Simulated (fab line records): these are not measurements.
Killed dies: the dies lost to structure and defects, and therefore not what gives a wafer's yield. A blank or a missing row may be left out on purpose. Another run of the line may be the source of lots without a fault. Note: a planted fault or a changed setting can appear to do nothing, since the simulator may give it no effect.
fab line records	flow nand-harc
record: lots: 12	wafers: 36	last-day: 31
route steps=1302 shown A_BONDPAD@1227 THIN_TSV@1244 END@1302
lots with no fault: from the same line, run without faults
start-h: hours from the record's first day to the start of the lot's first wafer shown	wait-h: hours from the lot's prior step to this one	" repeats the value in the row above	L1.1+2: one row covering several wafers at once	- value missing, or start not given	* or withheld: withheld	< > ~ a bound
route shown NAME@n: names a module that has steps shown in the file, with the first one's number in the route	usual: mean and standard deviation over wafers with no fault	same: alike in all rows	chamber/n: place in a boat	sites: per-site readings	_std_site: standard deviation of those values	_edge_site: inner sites' mean taken away from outer sites' mean	radius-mm: how far each site lies from the wafer's centre	mask NAME#n: copy n	behind: the tool/chamber that last shaped the wafer	hold: why the lot went on hold/how many hours it stayed there/how the hold came to an end	device: the n, p or np transistor that did not switch	end of line: the same wafers' tests at the end of the route	step lacking rows: just its recipe	killed: dies lost to structure and defects at the first sort, not the wafer's yield	map: shows each die of a wafer: x if killed, . if not, _ if none is there
set.NAME: the setting that was run; set.NAME@STEP: the one run at that earlier step	model.NAME: the simulator's own value behind a step, which no gauge read
a sample of lots followed through the steps of the route, with each step as a table and each wafer as a row
services: when a tool's chamber went out of use (start-h, in hours from the record's first day, below 0 if earlier), for how many hours, and the reason
== steps ==
step: NHARC_A_BONDPAD_PVD_17
recipe: target-thk-a: 50	bias-v: 168.6	power-w: 15000	chamber-pressure-pa: 0.12	time-s: 8.06	substrate-temp-c: 50	material: TaN
usual: cathode-dc-power-W: 15000/2.8	throttle-valve-pct: 30.2/1.3
lot.wafer	tool	chamber	start-h	wait-h	cathode-dc-power-W	throttle-valve-pct
L486.1	pvd-sputter-02	-	-	-	14999	30.2
L486.4	"	-	"	"	14999	31.7
L486.2	"	-	"	"	15001	30.8
L485.3	pvd-sputter-01	-	-	-	14999	30.3
L485.4	"	-	"	"	15002	31.8
L485.6	"	-	"	"	15000	28.0
L487.4	pvd-sputter-03	-	-	-	14997	28.7
L487.1	"	-	"	"	15002	31.7
L487.6	"	-	"	"	15000	28.6
L488.3	pvd-sputter-01	-	-	-	15002	31.7
L488.1	"	-	"	"	15002	30.3
L488.5	"	-	"	"	14999	32.0
L490.1	pvd-sputter-01	-	-	-	15000	31.8
L490.4	"	-	"	"	15004	32.0
L490.5	"	-	"	"	15002	30.4
L489.3	pvd-sputter-01	-	-	-	14999	30.4
L489.2	"	-	"	"	15001	31.9
L489.4	"	-	"	"	14996	31.8
L491.4	pvd-sputter-02	-	-	-	15002	30.7
L491.3	"	-	"	"	14999	30.6
L491.5	"	-	"	"	15004	30.5
L493.1	pvd-sputter-03	-	-	-	15004	29.1
L493.2	"	-	"	"	15000	31.6
L493.6	"	-	"	"	15002	28.6
L492.2	pvd-sputter-02	-	-	-	15001	30.3
L492.5	"	-	"	"	15005	30.5
L492.6	"	-	"	"	14999	30.3
L497.4	pvd-sputter-01	-	-	-	15001	31.6
L497.2	"	-	"	"	15002	28.1
L497.6	"	-	"	"	15001	28.1
L501.3	pvd-sputter-01	-	-	-	14996	31.6
L501.4	"	-	"	"	15004	28.3
L501.2	"	-	"	"	15000	31.4
L502.2	pvd-sputter-02	-	-	-	15002	29.1
L502.4	"	-	"	"	14999	29.7
L502.5	"	-	"	"	15000	31.8
step: NHARC_A_BONDPAD_CMP_19
recipe: t-overpolish-s: 30	cu-recess-touch-s: 16	target-thk-nm: 169.82
usual: motor-current-A: 12.3/1.6	overpolish-run-s: 30.000/0.0098	retaining-ring-pressure-frac: 1.000/0.0054	slurry-filter-dp-kPa: 13.50/0.12
lot.wafer	tool	chamber	start-h	wait-h	motor-current-A	overpolish-run-s	retaining-ring-pressure-frac	slurry-filter-dp-kPa
L486.1	cmp-04	1	542.63	-	12.3	29.997	0.999	13.51
L486.4	"	2	"	"	13.0	29.985	1.008	13.60
L486.2	"	3	"	"	9.0	29.987	1.000	13.51
L485.3	cmp-04	3	545.73	-	9.8	30.004	1.007	13.56
L485.4	"	2	"	"	13.3	30.013	1.000	13.49
L485.6	"	3	"	"	9.5	30.015	0.998	13.70
L487.4	cmp-04	1	555.67	-	12.4	29.999	1.003	13.37
L487.1	"	2	"	"	13.5	30.006	0.998	13.41
L487.6	"	0	"	"	10.3	29.993	0.997	13.14
L488.3	cmp-04	0	557.98	-	11.3	30.015	1.006	13.58
L488.1	"	1	"	"	13.0	29.991	1.006	13.36
L488.5	"	0	"	"	10.8	29.986	0.997	13.67
L490.1	cmp-02	2	573.38	-	14.2	30.012	0.997	13.60
L490.4	"	3	"	"	12.9	30.018	0.999	13.37
L490.5	"	2	"	"	14.4	30.001	0.990	12.99
L489.2	cmp-04	3	574.44	-	9.6	30.005	1.001	13.58
L489.4	"	0	"	"	10.4	30.024	1.001	13.33
L489.3	"	2	"	"	13.3	29.993	0.989	13.49
L491.3	cmp-04	3	596.14	-	9.4	29.998	0.995	13.37
L491.4	"	2	"	"	13.1	29.994	1.009	13.52
L491.5	"	0	"	"	11.0	29.993	0.994	13.51
L493.1	cmp-03	3	632.75	-	13.9	30.002	1.001	13.45
L493.2	"	1	"	"	12.9	30.018	1.006	13.51
L493.6	"	2	"	"	11.9	29.999	0.998	13.59
L492.2	cmp-02	0	637.04	-	12.2	30.007	1.008	13.31
L492.6	"	1	"	"	12.1	29.986	0.999	13.34
L492.5	"	2	"	"	15.0	30.011	0.997	13.51
L497.4	cmp-03	1	662.65	-	13.6	29.997	0.995	13.65
L497.2	"	3	"	"	14.5	30.002	0.997	13.63
L497.6	"	2	"	"	12.7	29.989	0.999	13.38
L501.2	cmp-02	2	712.36	-	15.7	30.003	1.001	13.51
L501.3	"	3	"	"	12.6	29.995	1.001	13.74
L501.4	"	0	"	"	11.6	30.009	1.007	13.69
L502.2	cmp-04	1	717.59	-	12.5	29.994	0.997	13.40
L502.4	"	3	"	"	9.5	30.005	1.003	13.54
L502.5	"	1	"	"	12.5	30.011	1.000	13.73
step: NHARC_A_BONDPAD_THK_MEAS_20
recipe: thk-meas-gauge: xrf
usual: thk-nm: 169.7/1.4
lot.wafer	tool	chamber	start-h	wait-h	thk-nm
L486.1	film-metro-01	-	542.95	-	169.6
L486.2	"	-	"	"	169.5
L486.4	"	-	"	"	169.5
L485.3	film-metro-01	-	546.05	-	171.6
L485.4	"	-	"	"	171.1
L485.6	"	-	"	"	169.3
L487.1	film-metro-02	-	555.97	-	171.6
L487.4	"	-	"	"	169.7
L487.6	"	-	"	"	171.3
L488.1	film-metro-02	-	558.30	-	169.7
L488.3	"	-	"	"	169.4
L488.5	"	-	"	"	170.3
L490.1	film-metro-02	-	573.68	-	168.7
L490.4	"	-	"	"	169.9
L490.5	"	-	"	"	168.5
L489.2	film-metro-01	-	574.76	-	169.4
L489.3	"	-	"	"	167.9
L489.4	"	-	"	"	171.6
L491.3	film-metro-02	-	596.47	-	169.9
L491.4	"	-	"	"	169.9
L491.5	"	-	"	"	170.7
L493.1	film-metro-01	-	633.05	-	171.3
L493.2	"	-	"	"	171.3
L493.6	"	-	"	"	170.6
L492.2	film-metro-01	-	637.28	-	168.9
L492.5	"	-	"	"	170.3
L492.6	"	-	"	"	168.9
L497.2	film-metro-02	-	662.97	-	169.6
L497.4	"	-	"	"	168.1
L497.6	"	-	"	"	170.3
L501.2	film-metro-02	-	712.65	-	170.9
L501.3	"	-	"	"	170.4
L501.4	"	-	"	"	168.7
L502.2	film-metro-02	-	717.91	-	171.6
L502.4	"	-	"	"	169.7
L502.5	"	-	"	"	170.4
step: NHARC_THIN_TSV_GRIND_00
recipe: target-thk-um: 6
usual: motor-current-A: 12.002/0.022
lot.wafer	tool	chamber	start-h	wait-h	motor-current-A
L486.1	grinder-01	0	553.17	0.1	12.021
L486.2	"	0	"	"	12.003
L486.4	"	0	"	"	12.020
L485.3	grinder-01	0	565.89	12.9	11.994
L485.4	"	0	"	"	12.014
L485.6	"	0	"	"	12.016
L488.1	grinder-01	0	566.68	0.7	12.005
L488.3	"	0	"	"	12.011
L488.5	"	0	"	"	11.965
L487.1	grinder-01	0	567.89	1.9	12.015
L487.4	"	0	"	"	12.013
L487.6	"	0	"	"	12.011
L489.2	grinder-01	0	584.57	0.3	12.005
L489.3	"	0	"	"	11.982
L489.4	"	0	"	"	12.002
L490.1	grinder-01	0	585.57	1.3	12.011
L490.4	"	0	"	"	12.001
L490.5	"	0	"	"	12.009
L491.3	grinder-01	0	606.52	0.6	12.013
L491.4	"	0	"	"	11.982
L491.5	"	0	"	"	12.014
L493.1	grinder-01	0	646.22	0.1	12.016
L493.2	"	0	"	"	12.014
L493.6	"	0	"	"	11.989
L492.2	grinder-01	0	647.61	1.5	12.009
L492.5	"	0	"	"	11.973
L492.6	"	0	"	"	12.010
L497.2	grinder-01	0	674.61	1.5	12.002
L497.4	"	0	"	"	11.949
L497.6	"	0	"	"	12.050
L501.2	grinder-01	0	725.37	0.3	11.993
L501.3	"	0	"	"	11.993
L501.4	"	0	"	"	11.994
L502.2	grinder-01	0	726.55	1.5	12.004
L502.4	"	0	"	"	12.010
L502.5	"	0	"	"	12.010
step: NHARC_END_SORT_01
recipe: temp-c: 25
usual: defect-limited-yield: 91/3.1	killed-at-array: 53/21	killed-at-other: 1.0/1.3	killed-at-periphery: 3.8/2.4	killed-dies: 58/21	killed-open: 3.4/1.9	killed-short: 2.4/1.5	sort_bin_2_pct: 3.0/1.3	sort_bin_3_pct: 0.6/0.39	sort_bin_4_pct: 4.9/1.8	sort-n-pass: 619/21	sort-rim-yield-pct: 88/5.3	sort-yield-pct: 91/3.1
same: gross-dies: 677	sort_bin_5_pct[%]: 0	sort_bin_6_pct[%]: 0	sort_bin_7_pct[%]: 0	sort_bin_8_pct[%]: 0	sort-rim-n-gross: 106.00
lot.wafer	tool	chamber	start-h	wait-h	defect-limited-yield[%]	killed-at-array	killed-at-other	killed-at-periphery	killed-dies	killed-open	killed-short	sort_bin_2_pct[%]	sort_bin_3_pct[%]	sort_bin_4_pct[%]	sort-n-pass	sort-rim-yield-pct[%]	sort-yield-pct[%]
L486.1	prober-01	0	570.54	2.5	91	55	1	6	62	4	0	3.4	1.2	4.6	615	92	91
L486.2	prober-01	0	571.35	2.8	94	37	1	2	40	1	2	1.8	0.9	3.2	637	88	94
L486.4	prober-01	0	572.95	3.4	94	34	3	3	40	4	4	1.8	0.4	3.7	637	86	94
L488.1	prober-01	0	590.64	2.6	88	79	1	4	84	1	2	4.7	0.3	7.4	593	79	88
L488.3	prober-01	0	592.26	3.2	87	81	0	5	86	4	3	4.7	0.7	7.2	591	84	87
L488.5	prober-01	0	593.89	3.8	88	78	0	5	83	3	4	3.7	1.0	7.5	594	84	88
L491.3	prober-02	0	628.34	3.1	91	54	0	4	58	3	0	3.8	0.7	4.0	619	77	91
L491.4	prober-02	0	629.14	3.4	88	76	0	2	78	6	3	3.8	0.7	6.9	599	86	88
L491.5	prober-02	0	629.93	3.7	91	57	0	3	60	6	2	4.0	0.4	4.4	617	81	91
L492.2	prober-02	0	664.37	2.8	97	16	0	5	21	6	3	0.7	0.3	2.1	656	96	97
L492.5	prober-02	0	666.73	3.6	95	27	0	5	32	2	1	1.3	0.6	2.8	645	92	95
L492.6	prober-02	0	667.51	3.9	96	23	0	4	27	2	5	2.1	0	1.9	650	92	96
L497.2	prober-02	0	692.30	2.8	90	56	0	9	65	1	2	3.2	0.7	5.6	612	86	90
L497.4	prober-02	0	693.89	3.4	90	65	0	5	70	1	4	2.7	0.9	6.8	607	84	90
L497.6	prober-02	0	695.47	4.0	91	51	2	5	58	4	0	4.3	0.7	3.5	619	83	91
L502.2	prober-01	0	743.51	2.8	95	26	3	3	32	2	3	1.3	0.4	3.0	645	90	95
L502.4	prober-01	0	745.10	3.4	94	34	1	3	38	2	3	2.7	0.4	2.5	639	91	94
L502.5	prober-01	0	745.90	3.7	0	58	616	3	677	2	3	93.6	0.9	5.5	0	0	0
killed by level:class
L486.1 A_CHANNEL_HOLE_D1:chamber-film-flake=34 A_CONTACT:chamber-film-flake=5 A_CHANNEL_HOLE_D2:chamber-film-flake=4 P_GATE:chamber-film-flake=3 A_STAIRCASE:chamber-film-flake=3 P_M0:geometric-particle:open=2 A_CONTACT:unspecified=2 A_BLC:chamber-film-flake=2
L486.2 A_CHANNEL_HOLE_D1:chamber-film-flake=11 A_CHANNEL_HOLE_D2:chamber-film-flake=6 A_CONTACT:chamber-film-flake=6 A_STAIRCASE:chamber-film-flake=5 P_GATE:chamber-film-flake=2 A_CONTACT:unspecified=2 A_ONON_D1:geometric-particle:short=1 A_WL_FILL:geometric-particle:short=1
L486.4 A_CHANNEL_HOLE_D1:chamber-film-flake=10 A_CHANNEL_HOLE_D2:chamber-film-flake=7 A_STAIRCASE:chamber-film-flake=4 A_ZERO_WELL:chamber-film-flake=3 A_DECK1_JOINT:geometric-particle:short=2 P_GATE:chamber-film-flake=2 A_CONTACT:chamber-film-flake=2 THIN_TSV:chamber-film-flake=2
L488.1 A_CHANNEL_HOLE_D1:chamber-film-flake=31 A_SLIT:chamber-film-flake=21 A_CHANNEL_HOLE_D2:chamber-film-flake=14 A_DECK1_JOINT:chamber-film-flake=3 A_STAIRCASE:chamber-film-flake=3 A_CONTACT:chamber-film-flake=3 P_CONTACT:chamber-film-flake=2 A_ONON_D2:geometric-particle:short=1
L488.3 A_CHANNEL_HOLE_D2:chamber-film-flake=35 A_SLIT:chamber-film-flake=18 A_CHANNEL_HOLE_D1:chamber-film-flake=16 A_CONTACT:chamber-film-flake=5 P_CONTACT:geometric-particle:open=1 P_M0:geometric-particle:open=1 A_CHANNEL_HOLE_D1:geometric-particle:short=1 A_WL_FILL:geometric-particle:open=1
L488.5 A_CHANNEL_HOLE_D1:chamber-film-flake=37 A_SLIT:chamber-film-flake=18 A_CHANNEL_HOLE_D2:chamber-film-flake=15 A_WL_FILL:geometric-particle:short=2 A_WL_FILL:geometric-particle:open=2 P_CONTACT:chamber-film-flake=2 P_M1:geometric-particle:short=1 A_CHANNEL_FILL_D1:geometric-particle:short=1
L491.3 A_SLIT:chamber-film-flake=22 A_CHANNEL_HOLE_D1:chamber-film-flake=17 A_CHANNEL_HOLE_D2:chamber-film-flake=7 A_CONTACT:chamber-film-flake=2 P_M1:geometric-particle:open=1 A_ONON_D1:geometric-particle:open=1 A_CONTACT:geometric-particle:open=1 P_ZERO_WELL:chamber-film-flake=1
L491.4 A_CHANNEL_HOLE_D1:chamber-film-flake=35 A_SLIT:chamber-film-flake=16 A_CHANNEL_HOLE_D2:chamber-film-flake=12 A_CHANNEL_FILL_D1:chamber-film-flake=2 A_CONTACT:chamber-film-flake=2 P_M1:geometric-particle:open=1 A_SOURCE_PLATE:geometric-particle:open=1 A_ONON_D1:geometric-particle:open=1
L491.5 A_SLIT:chamber-film-flake=21 A_CHANNEL_HOLE_D1:chamber-film-flake=12 A_CHANNEL_HOLE_D2:chamber-film-flake=11 A_CHANNEL_FILL_D2:geometric-particle:open=3 P_GATE:geometric-particle:open=1 P_M0:geometric-particle:short=1 A_SOURCE_PLATE:geometric-particle:short=1 A_ONON_D1:geometric-particle:open=1
L492.2 A_CHANNEL_HOLE_D2:chamber-film-flake=3 A_M1:geometric-particle:open=2 A_CHANNEL_HOLE_D1:chamber-film-flake=2 P_CONTACT:geometric-particle:open=1 P_M0:geometric-particle:open=1 A_CHANNEL_FILL_D1:geometric-particle:open=1 A_ONON_D2:geometric-particle:short=1 A_WL_FILL:geometric-particle:open=1
L492.5 A_CHANNEL_HOLE_D2:chamber-film-flake=13 P_ZERO_WELL:chamber-film-flake=4 A_CHANNEL_HOLE_D1:chamber-film-flake=4 A_SLIT:chamber-film-flake=2 A_WL_FILL:chamber-film-flake=2 A_M0:chamber-film-flake=2 A_CONTACT:geometric-particle:open=1 A_BLC:geometric-particle:short=1
L492.6 A_CHANNEL_HOLE_D2:chamber-film-flake=10 A_ONON_D1:geometric-particle:short=2 A_CHANNEL_FILL_D2:geometric-particle:short=2 P_ZERO_WELL:chamber-film-flake=2 A_CHANNEL_HOLE_D1:chamber-film-flake=2 A_WL_FILL:chamber-film-flake=2 P_BONDPAD:geometric-particle:short=1 A_DECK1_JOINT:geometric-particle:open=1
L497.2 A_SLIT:chamber-film-flake=21 A_CHANNEL_HOLE_D2:chamber-film-flake=9 A_STAIRCASE:chamber-film-flake=9 P_BONDPAD:chamber-film-flake=5 A_CHANNEL_HOLE_D1:chamber-film-flake=5 A_CONTACT:chamber-film-flake=3 P_M1:chamber-film-flake=2 A_SGD_CUT:chamber-film-flake=2
L497.4 A_SLIT:chamber-film-flake=22 A_CHANNEL_HOLE_D2:chamber-film-flake=11 A_STAIRCASE:chamber-film-flake=10 A_CHANNEL_HOLE_D1:chamber-film-flake=5 A_CHANNEL_FILL_D1:chamber-film-flake=3 A_WL_FILL:chamber-film-flake=3 A_CONTACT:chamber-film-flake=3 P_ZERO_WELL:chamber-film-flake=2
L497.6 A_SLIT:chamber-film-flake=16 A_STAIRCASE:chamber-film-flake=10 A_CHANNEL_HOLE_D2:chamber-film-flake=9 A_CHANNEL_HOLE_D1:chamber-film-flake=6 P_BONDPAD:chamber-film-flake=3 A_CONTACT:chamber-film-flake=3 A_BONDPAD:chamber-film-flake=3 A_ONON_D2:geometric-particle:open=2
L502.2 A_CHANNEL_HOLE_D1:chamber-film-flake=15 P_GATE:chamber-film-flake=3 A_SLIT:chamber-film-flake=3 THIN_TSV:chamber-film-flake=3 A_STAIRCASE:chamber-film-flake=2 A_CHANNEL_HOLE_D1:geometric-particle:short=1 A_WL_FILL:geometric-particle:short=1 A_CONTACT:geometric-particle:open=1
L502.4 A_CHANNEL_HOLE_D1:chamber-film-flake=17 A_SLIT:chamber-film-flake=7 A_CHANNEL_FILL_D2:chamber-film-flake=3 P_GATE:chamber-film-flake=2 P_CONTACT:geometric-particle:short=1 A_ONON_D1:geometric-particle:short=1 A_CHANNEL_FILL_D1:geometric-particle:short=1 A_CONTACT:geometric-particle:open=1
L502.5 THIN_TSV:area-cmp=613 A_CHANNEL_HOLE_D1:chamber-film-flake=40 A_STAIRCASE:chamber-film-flake=3 A_SLIT:chamber-film-flake=3 A_WL_FILL:chamber-film-flake=3 THIN_TSV:chamber-film-flake=3 P_GATE:chamber-film-flake=2 A_CHANNEL_FILL_D2:chamber-film-flake=2
== services ==
tool	chamber	start-h	hours	kind
cmp-02	-	526.50	4.0	pm
grinder-01	-	535.29	3.0	repair
pvd-sputter-03	-	536.44	10.0	pm
cmp-04	-	543.42	1.5	repair
pvd-sputter-02	-	550.37	0.5	repair
cmp-03	-	554.05	4.0	pm
pvd-sputter-02	-	578.12	2.2	repair
grinder-01	-	581.20	0.3	repair
pvd-sputter-01	-	582.02	10.0	pm
grinder-01	-	588.03	0.3	repair
cmp-02	-	591.66	6.1	repair
cmp-04	-	601.07	4.0	pm
cmp-04	-	605.07	-	consumable-replace:conditioner
cmp-04	-	605.07	-	consumable-replace:pad
cmp-02	-	624.50	4.0	pm
cmp-04	-	645.02	3.0	repair
cmp-03	-	652.05	4.0	pm
pvd-sputter-02	-	665.24	10.0	pm
cmp-04	-	699.07	4.0	pm
cmp-04	-	703.07	-	consumable-replace:conditioner
cmp-04	-	703.07	-	consumable-replace:pad
pvd-sputter-03	-	714.44	10.0	pm
cmp-02	-	722.50	4.0	pm
grinder-01	-	722.89	1.2	repair
== key ==
first-sign: step: NHARC_END_SORT_01	reading: killed-at-other	direction: up	sigmas: 99+	usual: 1.0	struck: 616
effect: step: NHARC_END_SORT_01	reading: sort_bin_2_pct	direction: up	sigmas: 70	usual: 3.0	struck: 93.6
more-kills-born-at: NHARC_THIN_TSV_CMP_01@cmp-03: 613
met-at NHARC_THIN_TSV_GRIND_00
struck-lots L502
struck-wafers L502.5
later-rows-left-out L502.5
not-acting-at NHARC_A_BONDPAD_PVD_17,NHARC_A_BONDPAD_CMP_19,NHARC_A_BONDPAD_THK_MEAS_20
onset-between 674.61 726.55
fault: kind: process-parameter-drift	tool: grinder-01	chamber: -	onset-h: 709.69	steps: NHARC_THIN_TSV_GRIND_00	channel: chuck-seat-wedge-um	offset: 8	shape: step	end-h: 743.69	scope: struck-wafers-only
later-rows-left-out: the simulator's readings of these wafers behind a module that went badly wrong aren't trusted and aren't shown, but for the sort
